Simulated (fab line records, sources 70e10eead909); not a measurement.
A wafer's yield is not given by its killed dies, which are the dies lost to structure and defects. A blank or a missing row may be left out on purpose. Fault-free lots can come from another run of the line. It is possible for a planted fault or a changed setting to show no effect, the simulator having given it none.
Matching of chambers    flow nand_harc    NHARC_P_BONDPAD_CMP_19 on cmp-01: 4 sister chambers
The step polishes, t overpolish 30 s, cu recess touch 16 s, target thk 160.81 nm. 18 wafers are shown with their chamber, then 9 later ones without.

== WAFERS, EACH WITH ITS CHAMBER ==
wafer   chamber  motor_current_A (A)  overpolish_run_s (s)  retaining_ring_pressure_frac
L074.2  0        10.9                 29.998                1.000
L074.3  2        8.7                  30.005                1.004
L074.6  2        8.2                  30.000                0.997
L077.4  1        9.7                  29.997                1.003
L077.5  1        9.9                  30.011                1.000
L077.6  0        10.7                 29.998                0.999
L078.1  1        9.3                  29.986                1.000
L078.2  0        11.2                 30.002                1.001
L078.3  3        12.4                 29.995                1.000
L082.1  3        13.4                 30.001                1.007
L082.2  1        10.4                 29.991                1.005
L082.5  0        11.9                 29.995                0.992
L083.2  2        8.3                  30.002                1.001
L083.4  0        11.5                 29.998                1.006
L083.5  2        8.4                  30.011                0.999
L084.2  3        12.5                 29.996                1.009
L084.4  2        8.2                  30.018                0.999
L084.6  1        10.0                 29.991                0.994

SIGNATURES (means of the wafers above)
reading                       chamber 0  chamber 1  chamber 2  chamber 3  scatter within a chamber
motor_current_A               11.240     9.860      8.360      12.767     0.409
overpolish_run_s              29.99820   29.99520   30.00720   29.99733   0.00672
retaining_ring_pressure_frac  0.99960    1.00040    1.00000    1.00533    0.00417
Rule: distance of a wafer from a chamber = root of the sum over the readings of ((wafer's reading minus chamber's mean) / reading's scatter) squared. If the next closest chamber is less than 2 further off than the closest, the wafer can't be placed; otherwise it belongs to the closest. How the scatter is found: for the shown wafers, subtract from each reading the mean of its chamber, square and add these, divide the total by (wafers less chambers), then take the root.

== WAFERS WHOSE CHAMBER IS MISSING ==
wafer   motor_current_A (A)  overpolish_run_s (s)  retaining_ring_pressure_frac
L087.3  9.0                  29.988                0.996
L087.4  10.2                 30.021                1.000
L087.6  10.9                 30.011                1.007
L091.3  10.1                 30.003                0.997
L091.4  13.2                 29.992                1.005
L091.6  8.9                  29.983                0.993
L093.4  10.9                 29.991                1.002
L093.5  12.6                 29.991                1.001
L093.6  8.4                  29.990                0.993

== THE CHAMBER EACH PASSED THROUGH ==
wafer   from the rows above           in truth
L087.3  can't be placed: 1 or 2       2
L087.4  can't be placed: 1 or 0 or 2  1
L087.6  can't be placed: 0 or 1       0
L091.3  can't be placed: 1 or 0       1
L091.4  3                             3
L091.6  can't be placed: 1 or 2       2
L093.4  can't be placed: 0 or 1       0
L093.5  3                             3
L093.6  can't be placed: 2 or 1       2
2 of 9 placed correctly. From these rows, 7 cannot be placed; in 7 the true chamber is one of the candidates. Placed wrongly: 0.
